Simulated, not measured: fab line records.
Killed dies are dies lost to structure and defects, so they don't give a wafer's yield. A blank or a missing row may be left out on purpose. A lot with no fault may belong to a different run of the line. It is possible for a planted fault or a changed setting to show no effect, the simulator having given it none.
A struck lot beside a sound one | flow nandHarc | 14 out of 1302 route steps
Sound: these wafers, L159.1, L159.3, L159.6. Wafers L148.4, L148.5, L148.6 were the ones struck. The cause comes at the end.
For every step that has rows: the tool of each side, followed by ch and its chambers, followed by its first start. Under that, the readings that differ: sound wafers | struck wafers | difference of the means | sigmas: that difference in standard deviations of wafers without a fault.
alike: readings with means less than 2 such deviations apart, plus words and numbers identical on both sides. not compared: withheld readings, readings lacking a value on some wafer, bounds such as >300 that could conceal the same value, and numbers that have no deviation in the record and whose values overlap.
The two part at a step that has a row with sigmas, a row that says differs or no value, or rows on one side only. Numbers that don't overlap but have no deviation are shown without sigmas and don't part them. A reading missing from all wafers of one side parts the sides only when that side holds two or more wafers.

first, 6 steps without rows for these wafers: NHARC_P_CONTACT_COAT_06 (resist thk 90 nm); NHARC_P_CONTACT_SOFTBAKE_07 (time 55 s); NHARC_P_CONTACT_EBR_08; NHARC_P_CONTACT_EXPOSE_09 (exposes mask P CA, target cd 90 nm); NHARC_P_CONTACT_PEB_10 (peb time 65 s); NHARC_P_CONTACT_DEVELOP_11 (develop time 35 s).
NHARC_P_CONTACT_CD_MEAS_12: the cd target is 90 nm.
  sound on cdSem-03 ch 0, day 12 01:56; struck on cdSem-03 ch 0, day 6 23:43
reading   | sound          | struck         | difference | sigmas
cdNm (nm) | 88.9 88.5 88.2 | 90.6 90.0 90.6 | +1.9       | +4
NHARC_P_CONTACT_OVL_MEAS_13:
  sound on overlay-01 at day 12 02:02; struck on overlay-02 at day 6 23:48
  alike: overlayXNm, overlayYNm
NHARC_P_CONTACT_INSPECT_14:
  sound on defectInspect-01 at day 12 02:04; struck on defectInspect-01 at day 6 23:50
  alike: rawDefectCount
NHARC_P_CONTACT_DESCUM_17: chemistry O2, time 3 s.
  sound on rieDiel-07 ch 1,3, day 12 02:08; struck on rieDiel-12 ch 0,1,2, day 6 23:55
  alike: drypumpMotorCurrentA, oesProductAu, rfVppV, showerheadPlenumPTorr, throttleValvePct
  not compared: rfHoursCounterH
NHARC_P_CONTACT_ETCH_35: etches the open film in CF4, target depth 39 nm, time 65 s.
  sound on rieDiel-07 ch 1,2, day 12 02:13; struck on rieDiel-12 ch 2,3, day 6 23:59
  alike: biasW, cf4FlowSccm, drypumpMotorCurrentA, oesProductAu, rfFwdPowerW, rfVppV, showerheadPlenumPTorr, throttleValvePct
  not compared: rfHoursCounterH
NHARC_P_CONTACT_ETCH_36: etches the open film in N2/H2, target depth 260 nm, time 406.25 s.
  sound: rieDiel-07 ch 1,3; struck: rieDiel-12 ch 0,2,3
  alike: biasW, chamberPressureMTorr, drypumpMotorCurrentA, oesProductAu, rfFwdPowerW, rfVppV, showerheadPlenumPTorr, throttleValvePct
  not compared: rfHoursCounterH
NHARC_P_CONTACT_ETCH_18: etches the open film in C4F8/O2/Ar, target depth 481 nm, time 240.5 s.
  sound on rieDiel-07 ch 0,2, day 12 02:38; struck on rieDiel-12 ch 0,1,3, day 7 00:26
  no value came back on the struck wafers for any of 5 readings (biasW (W), chamberPressureMTorr (mTorr) and others); on the sound wafers biasW (W) reads 1500 1506 1505
  not compared: rfHoursCounterH
then, 1 step without rows for these wafers: NHARC_P_CONTACT_STRIP_37 (strips in C4F8/O2/Ar).

## WHERE THEY PART
Last at NHARC_P_CONTACT_ETCH_18 as far as this record goes, first at NHARC_P_CONTACT_CD_MEAS_12.

WHY: what had been put in by the simulator
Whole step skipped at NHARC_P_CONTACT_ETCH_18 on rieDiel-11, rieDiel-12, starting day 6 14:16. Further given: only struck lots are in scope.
